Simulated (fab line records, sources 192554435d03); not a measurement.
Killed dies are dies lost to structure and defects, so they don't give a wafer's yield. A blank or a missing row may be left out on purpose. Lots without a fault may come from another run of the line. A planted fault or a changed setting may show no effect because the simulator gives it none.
Split-lot experiment | flow n5_finfet | 7 lots, 39 wafers read, on a route of 1938 steps

THE SPLIT
At N5_FIN_SAQP_PECVD_06 (deposits a-Si from SiH4/He, target thk 60 nm, time 48.1 s), the setting time_s was moved away from the recipe's 48.1 s on 12 of the 39 wafers read, by -29.0% to +51.1%. The other wafers ran this setting at the recipe's value.

FROM THE SPLIT TO THE READING: what the file shows between them, 5 steps
- N5_FIN_SAQP_THK_MEAS_07
- N5_FIN_SAQP_HM_DEP_72: deposits SiO2 from SiH4/N2O, target thk 12 nm, time 7.2 s
- N5_FIN_SAQP_COAT_49: time 60 s, resist thk 100 nm
- N5_FIN_SAQP_HM_OPEN_73: chemistry CHF3/O2, target SiO2, stops on a-Si, target depth 12 nm, time 16.8 s
- N5_FIN_SAQP_STRIP_74: strips in CHF3/O2

THE READING
oes_product_au, in a.u., at N5_FIN_SAQP_MANDREL_ETCH_22 (etches a-Si in HBr/Cl2, stops on SiNx, target depth 60 nm, bt time 10 s, time 30 s). Fault-free wafers of this fab line usually give 0.766 a.u., standard deviation 0.012 a.u..

wafer  | tool, chamber at the split | time_s as run, s | against the recipe | oes_product_au, a.u. | against lot-mates on the recipe
L076.1 | pecvd-03, 1                | 48.1             | recipe             | 0.759                | -
L076.2 | pecvd-03, 2                | 48.1             | recipe             | 0.763                | -
L076.3 | pecvd-03, 0                | 61.58            | +28.0%             | 0.915                | +0.150
L076.4 | pecvd-03, 1                | 61.58            | +28.0%             | 0.884                | +0.119
L076.5 | pecvd-03, 2                | 48.1             | recipe             | 0.773                | -
L076.6 | pecvd-03, 0                | 61.58            | +28.0%             | 0.898                | +0.133
L078.1 | pecvd-01, 0                | 72.67            | +51.1%             | 0.993                | +0.213
L078.2 | pecvd-01, 1                | 72.67            | +51.1%             | 0.975                | +0.195
L078.3 | pecvd-01, 2                | 72.67            | +51.1%             | 0.997                | +0.217
L078.4 | pecvd-01, 1                | 48.1             | recipe             | 0.784                | -
L078.5 | pecvd-01, 2                | 48.1             | recipe             | 0.784                | -
L078.6 | pecvd-01, 0                | 48.1             | recipe             | 0.772                | -
L081.1 | pecvd-01, 1                | 48.1             | recipe             | 0.766                | -
L081.2 | pecvd-01, 0                | 48.1             | recipe             | 0.772                | -
L081.3 | pecvd-01, 2                | 48.1             | recipe             | 0.751                | -
L081.4 | pecvd-01, 2                | 48.1             | recipe             | 0.760                | -
L081.5 | pecvd-01, 0                | 48.1             | recipe             | 0.757                | -
L081.6 | pecvd-01, 1                | 48.1             | recipe             | 0.753                | -
L084.1 | pecvd-04, 0                | 48.1             | recipe             | 0.758                | -
L084.2 | pecvd-04, 1                | 48.1             | recipe             | 0.774                | -
L084.3 | pecvd-04, 2                | 48.1             | recipe             | 0.768                | -
L084.4 | pecvd-04, 2                | 48.1             | recipe             | 0.774                | -
L084.5 | pecvd-04, 1                | 48.1             | recipe             | 0.768                | -
L084.6 | pecvd-04, 0                | 48.1             | recipe             | 0.761                | -
L089.1 | pecvd-03, 2                | 34.16            | -29.0%             | 0.633                | -0.140
L089.2 | pecvd-03, 1                | 48.1             | recipe             | 0.773                | -
L089.3 | pecvd-03, 0                | 34.16            | -29.0%             | 0.628                | -0.145
L089.4 | pecvd-03, 0                | 48.1             | recipe             | 0.772                | -
L089.5 | pecvd-03, 1                | 34.16            | -29.0%             | 0.631                | -0.142
L089.6 | pecvd-03, 2                | 48.1             | recipe             | 0.775                | -
L091.1 | pecvd-01, 1                | 48.1             | recipe             | 0.776                | -
L091.2 | pecvd-01, 2                | 48.1             | recipe             | 0.770                | -
L091.3 | pecvd-01, 0                | 48.1             | recipe             | 0.762                | -
L091.4 | pecvd-01, 0                | 40.22            | -16.4%             | 0.697                | -0.072
L091.5 | pecvd-01, 2                | 40.22            | -16.4%             | 0.704                | -0.065
L091.6 | pecvd-01, 1                | 40.22            | -16.4%             | 0.700                | -0.069
L092.1 | pecvd-03, 0                | 48.1             | recipe             | 0.797                | -
L092.2 | pecvd-03, 1                | 48.1             | recipe             | 0.754                | -
L092.6 | pecvd-03, 0                | 48.1             | recipe             | 0.793                | -

THE FIT
A straight line over all 39 wafers: oes_product_au changes by +0.00444 a.u. for each +1% of time_s; r = +0.99; the points scatter about the line by 0.011 a.u..
The same after taking each lot's own level away (the mean of its wafers on the recipe; 39 wafers): +0.00438 a.u. for each +1%; r = +0.99; scatter 0.011 a.u..
On that fit, the largest move of time_s shifts the reading by 0.22 a.u..
The lots' own levels span 0.7598 to 0.7813 a.u., that is 1.8 times the standard deviation above.
So the lot-to-lot level changes the slope little: the two slopes agree.
Check: with one of the wafers moved furthest among these (+51.1%) left out of the fit, the line predicts +0.225 a.u. for it against its lot-mates. It came out at +0.213 a.u. against them.

THE WHOLE CHAIN: every reading that the file lists as answering this split, in the file's order
step                        | what it does                                                                       | reading                                                                           | change (the file's fit)                   | r (the file's)
N5_FIN_SAQP_PECVD_06        | deposits a-Si from SiH4/He, target thk 60 nm, time 48.1 s                          | a-Si_of_FIN_SAQP_PECVD_06.thk_nm (the simulator's own value, which no gauge read) | +0.589 nm for each +1% of the setting     | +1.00
N5_FIN_SAQP_THK_MEAS_07     |                                                                                    | thk_nm                                                                            | withheld for each +1% of the setting      | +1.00
N5_FIN_SAQP_MANDREL_ETCH_22 | etches a-Si in HBr/Cl2, stops on SiNx, target depth 60 nm, bt time 10 s, time 30 s | oes_product_au                                                                    | +0.00437 a.u. for each +1% of the setting | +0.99
N5_FIN_SAQP_MANDREL_ETCH_22 | etches a-Si in HBr/Cl2, stops on SiNx, target depth 60 nm, bt time 10 s, time 30 s | etch.depth_nm (the simulator's own value, which no gauge read)                    | +0.57 nm for each +1% of the setting      | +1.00

THE FILE'S OWN FIT
oes_product_au changes by +0.00437 a.u. for each +1% of time_s, r = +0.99.
